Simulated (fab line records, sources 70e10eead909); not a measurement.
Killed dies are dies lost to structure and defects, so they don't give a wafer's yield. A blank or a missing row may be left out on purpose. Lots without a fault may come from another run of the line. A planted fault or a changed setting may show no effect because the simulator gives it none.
Problem report in the 8D (eight disciplines) form, filled by code | flow nand_harc | the parts of the form that need people (team, actions taken, sign-off) are left out

1. THE PROBLEM
cd_nm at NHARC_P_ZERO_WELL_CD_MEAS_11 reads a mean of 561.7 nm on 9 wafers of 3 lots; wafers without a fault read 500.4 nm with a standard deviation of 2.1. That is +29 standard deviations from the usual mean.
The step: target cd 500 nm.
First seen on wafer L936.1, day 3 03:13, on cd_sem-02. The record holds 45 wafers of 15 lots with a number at this step. Rule for "out", or "out of limits": more than 4 standard deviations from the usual mean. The other wafers with a number count as sound.

2. WHAT IT IS AND WHAT IT IS NOT
question                    | is                     | is not
which readings at this step | cd_nm                  | -
which lots                  | L936, L938, L940       | L933, L934, L945, L946, L947, L948, L949, L950, L951, L953, L954, L956
which wafers of those lots  | all that have a number | -
read on which gauges        | cd_sem-02, cd_sem-03   | cd_sem-01
when                        | from day 3 03:13       | up to then (6 sound wafers); but 30 sound wafers of L945, L946, L947, L948, L949, L950, L951, L953, L954, L956 came after

3. SUSPECTS, AND WHAT RULES EACH OUT
Counting: a tool at a process step up to the reading stays a suspect if it ran every lot that is out and no sound lot after the first of them.
- the gauge at NHARC_P_ZERO_WELL_CD_MEAS_11: ruled out. The wafers that are out were read on 2 gauges (cd_sem-02, cd_sem-03).
- krf_scanner-01 at NHARC_P_ZERO_WELL_EXPOSE_08 (exposes mask P ZERO, target cd 500 nm): kept. It ran every lot that is out, first L936 (day 3 03:04), and no sound lot after that; its last sound lot up to then is L934 (day 2 07:06). Its own readings are out on those wafers: exposure_dose_mJ_cm2.
Left after counting: krf_scanner-01 at NHARC_P_ZERO_WELL_EXPOSE_08.

4. THE CAUSE (what the simulator had put in)
Process parameter drift: krf_scanner-01, from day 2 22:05 on, at NHARC_P_ZERO_WELL_EXPOSE_08. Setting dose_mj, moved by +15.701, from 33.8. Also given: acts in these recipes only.
Counting left only this tool.

5. THE CHAIN OF EFFECTS, in route order
Each row: a reading whose mean over the struck wafers that have a number lies more than 3 standard deviations from the usual. Only readings for which the record gives a usual standard deviation are gone through. hours: the time from each lot's start at the first step in this table that gives one to its start at this step, as a median over the lots. sigmas: the change in usual standard deviations.
hours | step                         | reading              | usual    | on struck wafers | change | sigmas
0     | NHARC_P_ZERO_WELL_EXPOSE_08  | exposure_dose_mJ_cm2 | 33.77    | 47.32            | +13.55 | +99 or more
0     | NHARC_P_ZERO_WELL_CD_MEAS_11 | cd_nm                | 500.4 nm | 561.7            | +61.3  | +29
The process steps in it:
- NHARC_P_ZERO_WELL_EXPOSE_08: exposes mask P ZERO, target cd 500 nm.
Later measuring or inspecting steps at which every struck wafer that the step has a row for has a number for every such reading, and none has moved that far: NHARC_P_STI_OVL_MEAS_10.

6. WHAT WOULD HAVE CAUGHT IT SOONER
In this record the first reading out of limits at a measuring or inspecting step was taken at day 3 03:13, 5 hours after the fault began at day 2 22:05.
The tool's own readings at NHARC_P_ZERO_WELL_EXPOSE_08 were out on every struck wafer that the step has a row for (exposure_dose_mJ_cm2): an alarm limit on them would have fired on the first of those.
Of the lots that are out (3), L938, L940 began NHARC_P_ZERO_WELL_EXPOSE_08 on krf_scanner-01 after day 3 03:13. A hold on the tool at that time would have spared those 2.
